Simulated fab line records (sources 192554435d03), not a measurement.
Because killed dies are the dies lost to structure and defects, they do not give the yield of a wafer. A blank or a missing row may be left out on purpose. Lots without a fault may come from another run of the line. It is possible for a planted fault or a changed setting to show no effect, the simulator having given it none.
Comparing a struck lot with a sound one || flow n5 finfet || 15 out of 1938 route steps
Sound: these wafers, L345.2, L345.4, L345.6. Struck: wafer L357.2. The cause comes at the end.
Per side, at each step with rows, come the tool, then ch with its chambers, and then its first start. Under that, the readings that differ: sound wafers || struck wafers || difference of the means || sigmas: that difference in standard deviations of wafers without a fault.
alike: words and numbers the same on both sides, and readings whose means are apart by under 2 such deviations; not compared: readings that were withheld, readings missing a value for some wafer, numbers with overlapping values and no deviation given by the record, and bounds like >300 which may hide the same value.
The two part at a step that has a row with sigmas, a row that says differs or no value, or rows on one side only. When numbers do not overlap yet have no deviation, they are printed without sigmas and do not part them. A reading that every wafer of one side lacks parts them only if that side has two wafers or more.

N5_BEOL_M9_OCD_MEAS_38:
  sound on ocd-02, day 10 22:17; struck on ocd-02, day 14 22:04
  alike: trench depth nm
then, 4 steps without rows for these wafers: N5_BEOL_M9_HM_STRIP_39 (strips TiN in peroxide tin strip, target depth 25 nm, time 158 s); N5_BEOL_M9_SRD_40 (time 30 s); N5_BEOL_M9_PRECLEAN_42 (cleans in residue remover, time 60 s); N5_BEOL_M9_SRD_43 (time 30 s).
N5_BEOL_M9_CD_MEAS_35: target cd 70 nm, target cd y 40 nm.
  sound on cd sem-03, day 10 22:26; struck on cd sem-03, day 14 22:13
  alike: cd nm
N5_BEOL_M9_CURE_72: cures SiCOH lowk, time 120 s.
  sound on uv cure-01 ch 2, day 10 22:31; struck on uv cure-03 ch 1, day 14 22:20
  alike: lamp power pct, wafer_temp_C_max
N5_BEOL_M9_DEGAS_44: time 60 s.
  sound on pvd sputter-03, day 10 22:47; struck on pvd sputter-02, day 14 23:35
  alike: heater power w
N5_BEOL_M9_PRE_CLEAN_45: time 30 s.
  sound on pvd sputter-03, day 10 22:50; struck on pvd sputter-02, day 14 23:38
  alike: heater power w
N5_BEOL_M9_ALD_74: deposits TaN, target thk 2 nm, pulse time 2 s, purge time 3 s.
  sound on ald metal-04 ch 0,2,3, day 10 22:53; struck on ald metal-02 ch 2, day 14 23:41
  alike: heater power w, precursor vessel pressure torr
N5_BEOL_M9_SURFACE_TREAT_79:
  sound on pvd sputter-01, day 10 23:11; struck on pvd sputter-02, day 15 00:11
  not compared: throttle valve pct
then, 1 step without rows for these wafers: N5_BEOL_M9_CVD_78 (deposits Co from CCTBA/H2, target thk 2 nm, time 138.9 s).
N5_BEOL_M9_SPUTTER_48: material Cu, target thk 12 nm, time 2 s.
  sound on pvd sputter-01, day 10 23:21; struck on pvd sputter-01, day 15 00:44
{"reading": "cathode dc power W (W)", "sound": "26002 25994 26003", "struck": 23746, "difference": -2254, "sigmas": "-99 or more"}
  alike: chuck gas flow sccm, throttle valve pct
then, 1 step without rows for these wafers: N5_BEOL_M9_ECD_50 (material Cu, target thk 318 nm).
-- the record jumps here: 2 days lie between the struck wafers' starts before and after (it left off in module BEOL_M9 and takes up again in module PASSIVATION, whose first step shown is number 1936 of the route) --
N5_PASSIVATION_PROBE_49:
  rows exist in the record for the struck wafers here (prober-01, day 17 05:58), but not for the sound ones

== WHERE THEY PART ==
At N5_BEOL_M9_SPUTTER_48 first; at N5_PASSIVATION_PROBE_49 last (within this record only).

WHY: what had been put in by the simulator
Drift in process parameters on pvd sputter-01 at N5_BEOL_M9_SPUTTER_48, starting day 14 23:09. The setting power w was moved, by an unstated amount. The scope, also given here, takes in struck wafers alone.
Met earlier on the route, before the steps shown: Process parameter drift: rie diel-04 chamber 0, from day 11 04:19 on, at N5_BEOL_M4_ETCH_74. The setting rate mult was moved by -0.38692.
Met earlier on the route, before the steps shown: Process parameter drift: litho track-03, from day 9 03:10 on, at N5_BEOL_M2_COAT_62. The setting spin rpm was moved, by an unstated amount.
